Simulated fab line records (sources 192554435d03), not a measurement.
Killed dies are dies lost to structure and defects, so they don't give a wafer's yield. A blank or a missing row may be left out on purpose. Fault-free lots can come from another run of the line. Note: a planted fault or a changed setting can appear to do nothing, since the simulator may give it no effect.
Code-filled problem report in 8D (eight disciplines) form -- flow n5Finfet -- the parts of the form that need people (team, actions taken, sign-off) are left out

== 1. PROBLEM STATEMENT ==
killed_at_M4_up at N5_PASSIVATION_PROBE_49 reads a mean of 110 on 6 wafers of 2 lots; wafers without a fault read 15 with a standard deviation of 5.6. That puts it +17 standard deviations away from the usual mean.
Earliest sighting: wafer L734.3 on prober-01 at day 17 03:38. Wafers with a number at this step in the record: 6, from 2 lots. By rule, "out" or "out of limits" means more than 4 standard deviations away from the usual mean. The other wafers with a number count as sound.

== 2. WHAT IT IS, AND WHAT IT ISN'T ==
question,is,is not
which readings at this step,killed_at_M4_up,"killed_at_M0_to_M3, killedAtContacts, killedAtFrontEnd, killedAtOther, killedOpen, killedShort, sort_bin_6_memory"
which lots,"L734, L738",-
which wafers of those lots,all that have a number,-
read on which tools,"prober-01, prober-02",-
when,from day 17 03:38,up to then (0 sound wafers)

== 3. SUSPECTS, AND WHAT RULES EACH OUT ==
Counting: a tool at any process step up to the reading remains a suspect when it ran all the lots that are out and ran no sound lot after the first of those.
- rieDiel-06 at N5_BEOL_M11_STRIP_36 (strips in N2/H2): kept. It ran every lot that is out, first L734 (day 15 04:50), and no sound lot after that.
The count leaves rieDiel-06 at N5_BEOL_M11_STRIP_36.

== 4. THE CAUSE (what the simulator had put in) ==
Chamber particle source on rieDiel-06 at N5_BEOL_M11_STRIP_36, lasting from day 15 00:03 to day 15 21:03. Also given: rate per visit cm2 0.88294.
The count eliminated every tool but this one.

== 5. THE CHAIN OF EFFECTS, in route order ==
Each row: a reading where the mean over the struck wafers with a number is more than 3 standard deviations away from the usual. Only readings whose record carries a usual standard deviation are examined. hours: median over the lots of the time between each lot's start at the first step of this table that gives one and its start at this step. sigmas: the change, counted in usual standard deviations.
hours,step,reading,usual,on struck wafers,change,sigmas
0,N5_PASSIVATION_PROBE_49,defectLimitedYield,90.8 %,83.8,-7.0,-4.1
0,N5_PASSIVATION_PROBE_49,killed_at_M4_up,15,110,+94,+17
0,N5_PASSIVATION_PROBE_49,killedDies,109,192,+82,+4.1
0,N5_PASSIVATION_PROBE_49,sort_bin_5_function,5.4 %,9.9,+4.5,+4.1
0,N5_PASSIVATION_PROBE_49,sortNPass,1071,988,-82,-4.1
0,N5_PASSIVATION_PROBE_49,sortYieldPct,90.8 %,83.8,-7.0,-4.1
The process steps in it:
- N5_PASSIVATION_PROBE_49

== 6. WHAT WOULD HAVE CAUGHT IT SOONER ==
52 hours passed between the start of the fault at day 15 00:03 and the first reading out of limits in this record, taken at day 17 03:38.
Of the tool readings at N5_BEOL_M11_STRIP_36 for which the record gives a usual standard deviation, none was out on any struck wafer, so an alarm limit of 4 standard deviations on them would not have fired.
Each of the lots that are out, 2 in all, had begun N5_BEOL_M11_STRIP_36 on rieDiel-06 no later than day 17 03:38. Had the tool been put on hold then, not one of them would have been saved.
